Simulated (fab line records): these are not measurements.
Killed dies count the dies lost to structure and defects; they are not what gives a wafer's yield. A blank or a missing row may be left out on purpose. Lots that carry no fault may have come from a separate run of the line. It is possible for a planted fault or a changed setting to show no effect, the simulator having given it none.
The tool behind it: which one? :: flow nand_harc :: Sampling: 23 lots, 69 wafers, 2 of 1159 route steps

== WHAT THE GAUGES READ, wafer by wafer ==
NHARC_A_ONON_D1_THK_MEAS_14: measures by ellipsometry.
lot: L074
measured: day 7 19:14
on: film_metro-02
thk_nm (nm): 993 990 991

lot: L075
measured: day 8 05:33
on: film_metro-02
thk_nm (nm): 1015 1015 1016

lot: L076
measured: day 8 05:39
on: film_metro-01
thk_nm (nm): 1012 1011 1013

lot: L077
measured: day 8 05:26
on: film_metro-01
thk_nm (nm): 997 995 996

lot: L079
measured: day 8 16:51
on: film_metro-01
thk_nm (nm): 983 985 984

lot: L078
measured: day 8 16:59
on: film_metro-02
thk_nm (nm): 987 988 989

lot: L080
measured: day 9 00:47
on: film_metro-02
thk_nm (nm): 992 992 992

lot: L081
measured: day 9 00:56
on: film_metro-02
thk_nm (nm): 1026 1027 1026

lot: L082
measured: day 9 15:55
on: film_metro-01
thk_nm (nm): 1001 1002 1001

lot: L083
measured: day 9 15:59
on: film_metro-02
thk_nm (nm): 1004 1004 1003

lot: L084
measured: day 10 10:34
on: film_metro-01
thk_nm (nm): 981 981 980

lot: L085
measured: day 10 10:35
on: film_metro-02
thk_nm (nm): 994 997 997

lot: L086
measured: day 10 22:26
on: film_metro-01
thk_nm (nm): 993 994 993

lot: L087
measured: day 10 22:23
on: film_metro-02
thk_nm (nm): 983 985 983

lot: L088
measured: day 11 03:10
on: film_metro-01
thk_nm (nm): 1004 1004 1003

lot: L089
measured: day 11 08:20
on: film_metro-02
thk_nm (nm): 994 990 992

lot: L090
measured: day 11 08:20
on: film_metro-01
thk_nm (nm): 982 985 984

lot: L091
measured: day 11 16:56
on: film_metro-02
thk_nm (nm): 1004 1003 1003

lot: L092
measured: day 11 16:56
on: film_metro-01
thk_nm (nm): 989 988 989

lot: L093
measured: day 12 04:21
on: film_metro-02
thk_nm (nm): 992 992 993

lot: L095
measured: day 12 17:10
on: film_metro-02
thk_nm (nm): 995 995 994

lot: L097
measured: day 13 02:32
on: film_metro-02
thk_nm (nm): 991 990 990

lot: L096
measured: day 13 09:50
on: film_metro-02
thk_nm (nm): 982 982 980

== WHICH TOOL RAN EACH LOT (tool, then ch and the chambers of the sampled wafers, then the start) ==
lot: L074
NHARC_P_BONDPAD_DEGAS_25: pvd_sputter-01, day 6 13:26

lot: L075
NHARC_P_BONDPAD_DEGAS_25: pvd_sputter-01, day 7 00:38

lot: L076
NHARC_P_BONDPAD_DEGAS_25: pvd_sputter-03, day 7 01:51

lot: L077
NHARC_P_BONDPAD_DEGAS_25: pvd_sputter-02, day 7 02:08

lot: L079
NHARC_P_BONDPAD_DEGAS_25: pvd_sputter-03, day 7 12:43

lot: L078
NHARC_P_BONDPAD_DEGAS_25: pvd_sputter-02, day 7 13:52

lot: L080
NHARC_P_BONDPAD_DEGAS_25: pvd_sputter-02, day 7 20:33

lot: L081
NHARC_P_BONDPAD_DEGAS_25: pvd_sputter-03, day 7 21:16

lot: L082
NHARC_P_BONDPAD_DEGAS_25: pvd_sputter-03, day 8 10:17

lot: L083
NHARC_P_BONDPAD_DEGAS_25: pvd_sputter-03, day 8 11:18

lot: L084
NHARC_P_BONDPAD_DEGAS_25: pvd_sputter-01, day 9 02:00

lot: L085
NHARC_P_BONDPAD_DEGAS_25: pvd_sputter-01, day 9 03:23

lot: L086
NHARC_P_BONDPAD_DEGAS_25: pvd_sputter-01, day 9 16:10

lot: L087
NHARC_P_BONDPAD_DEGAS_25: pvd_sputter-01, day 9 16:56

lot: L088
NHARC_P_BONDPAD_DEGAS_25: pvd_sputter-01, day 9 22:51

lot: L089
NHARC_P_BONDPAD_DEGAS_25: pvd_sputter-01, day 10 03:55

lot: L090
NHARC_P_BONDPAD_DEGAS_25: pvd_sputter-01, day 10 03:59

lot: L091
NHARC_P_BONDPAD_DEGAS_25: pvd_sputter-03, day 10 12:48

lot: L092
NHARC_P_BONDPAD_DEGAS_25: pvd_sputter-02, day 10 13:38

lot: L093
NHARC_P_BONDPAD_DEGAS_25: pvd_sputter-02, day 11 00:14

lot: L095
NHARC_P_BONDPAD_DEGAS_25: pvd_sputter-01, day 11 13:26

lot: L097
NHARC_P_BONDPAD_DEGAS_25: pvd_sputter-02, day 11 22:50

lot: L096
NHARC_P_BONDPAD_DEGAS_25: pvd_sputter-01, day 12 03:44
- NHARC_P_BONDPAD_DEGAS_25: time 60 s.

== WHAT THE TOOLS THEMSELVES READ (means of the sampled wafers that have a number; where no wafer has one, the mark that the record gives instead) ==
NHARC_P_BONDPAD_DEGAS_25.
lot: L074
tool: pvd_sputter-01
heater_power_w (W): 500
susceptor_temp_C (C): 299.90

lot: L075
tool: pvd_sputter-01
heater_power_w (W): 456
susceptor_temp_C (C): 299.99

lot: L076
tool: pvd_sputter-03
heater_power_w (W): 477
susceptor_temp_C (C): 300.16

lot: L077
tool: pvd_sputter-02
heater_power_w (W): 427
susceptor_temp_C (C): 300.07

lot: L079
tool: pvd_sputter-03
heater_power_w (W): 453
susceptor_temp_C (C): 300.13

lot: L078
tool: pvd_sputter-02
heater_power_w (W): 425
susceptor_temp_C (C): 300.13

lot: L080
tool: pvd_sputter-02
heater_power_w (W): 460
susceptor_temp_C (C): 300.17

lot: L081
tool: pvd_sputter-03
heater_power_w (W): 464
susceptor_temp_C (C): 299.95

lot: L082
tool: pvd_sputter-03
heater_power_w (W): 464
susceptor_temp_C (C): 300.07

lot: L083
tool: pvd_sputter-03
heater_power_w (W): 446
susceptor_temp_C (C): 299.87

lot: L084
tool: pvd_sputter-01
heater_power_w (W): 422
susceptor_temp_C (C): 300.13

lot: L085
tool: pvd_sputter-01
heater_power_w (W): 434
susceptor_temp_C (C): 300.04

lot: L086
tool: pvd_sputter-01
heater_power_w (W): 432
susceptor_temp_C (C): 300.35

lot: L087
tool: pvd_sputter-01
heater_power_w (W): 437
susceptor_temp_C (C): 299.77

lot: L088
tool: pvd_sputter-01
heater_power_w (W): 471
susceptor_temp_C (C): 300.02

lot: L089
tool: pvd_sputter-01
heater_power_w (W): 433
susceptor_temp_C (C): 300.11

lot: L090
tool: pvd_sputter-01
heater_power_w (W): 437
susceptor_temp_C (C): 300.01

lot: L091
tool: pvd_sputter-03
heater_power_w (W): 465
susceptor_temp_C (C): 299.88

lot: L092
tool: pvd_sputter-02
heater_power_w (W): 451
susceptor_temp_C (C): 300.10

lot: L093
tool: pvd_sputter-02
heater_power_w (W): 479
susceptor_temp_C (C): 299.75

lot: L095
tool: pvd_sputter-01
heater_power_w (W): 476
susceptor_temp_C (C): 300.00

lot: L097
tool: pvd_sputter-02
heater_power_w (W): 420
susceptor_temp_C (C): 300.04

lot: L096
tool: pvd_sputter-01
heater_power_w (W): 474
susceptor_temp_C (C): 299.97

== THE ANSWER, worked out from the rows above alone ==
Rule: what is usual is taken from the lots themselves. Put in order of their means at a reading, lots are off if they are a third of the lots or fewer, leave a main group of 4 or more, and stand apart from it by a gap of 3 or more times the standard deviation of the main group's means; of several such gaps the widest counts. A main group is skipped when, at the precision printed for the reading in the tables above, its means are all equal. Also off: a lot with no number at a reading for which 4 or more lots have one. The other lots that the step has rows for count as sound. After the gauges, taken in route order, come the tools' own readings; for these a lot's mean is taken, as printed above. The first step at which some lot is off is used, and at that step the reading that is off furthest; a lot without a number counts as furthest.
No lot is off at any reading shown: from this, nothing can be told.

== WHAT HAD BEEN PUT IN BY THE SIMULATOR ==
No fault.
